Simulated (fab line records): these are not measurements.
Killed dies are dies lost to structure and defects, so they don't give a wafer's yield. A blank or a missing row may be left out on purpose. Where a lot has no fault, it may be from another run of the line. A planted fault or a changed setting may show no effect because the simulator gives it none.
Matching of chambers :: flow n5 finfet :: N5_MOL_CONTACT_COAG_ETCH_65 on rie diel-04: 4 sister chambers
The step etches underlayer in N2/H2, target depth 13 nm, time 10.4 s. 4 wafers are shown with their chamber, then 9 later ones without.

WAFERS WITH THEIR CHAMBER
wafer: L087.5
chamber: 1
drypump motor current A (A): 6.3

wafer: L089.2
chamber: 0
drypump motor current A (A): 5.8

wafer: L089.4
chamber: 2
drypump motor current A (A): 4.9

wafer: L089.6
chamber: 3
drypump motor current A (A): 6.6

WAFERS WHOSE CHAMBER IS MISSING
wafer: L094.2
drypump motor current A (A): 6.6

wafer: L094.3
drypump motor current A (A): 4.9

wafer: L094.4
drypump motor current A (A): 5.7

wafer: L096.2
drypump motor current A (A): 6.6

wafer: L096.3
drypump motor current A (A): 6.4

wafer: L096.4
drypump motor current A (A): 5.8

wafer: L097.1
drypump motor current A (A): 6.6

wafer: L097.2
drypump motor current A (A): 5.8

wafer: L097.4
drypump motor current A (A): 4.9

THE CHAMBER EACH PASSED THROUGH
wafer: L094.2
from the rows above: 3
in truth: 3

wafer: L094.3
from the rows above: 2
in truth: 2

wafer: L094.4
from the rows above: 0
in truth: 0

wafer: L096.2
from the rows above: 3
in truth: 3

wafer: L096.3
from the rows above: 1
in truth: 1

wafer: L096.4
from the rows above: 0
in truth: 0

wafer: L097.1
from the rows above: 3
in truth: 3

wafer: L097.2
from the rows above: 0
in truth: 0

wafer: L097.4
from the rows above: 2
in truth: 2
Correct placement for 9 of the 9. Not placeable from these rows: 0. 0 placed wrongly.
How it was worked out, from the rows above alone: a wafer's distance from a chamber is the root of the sum, over the readings, of the square of ((its reading less the chamber's mean) divided by the reading's scatter). The wafer belongs to the nearest chamber; if the next one is less than 2 further off, it can't be placed. For every chamber, the mean is computed from those of its wafers that are shown. The scatter (one wafer shown for each chamber): square how far every hidden wafer sits from the nearest shown wafer, average those squares and take the square root.
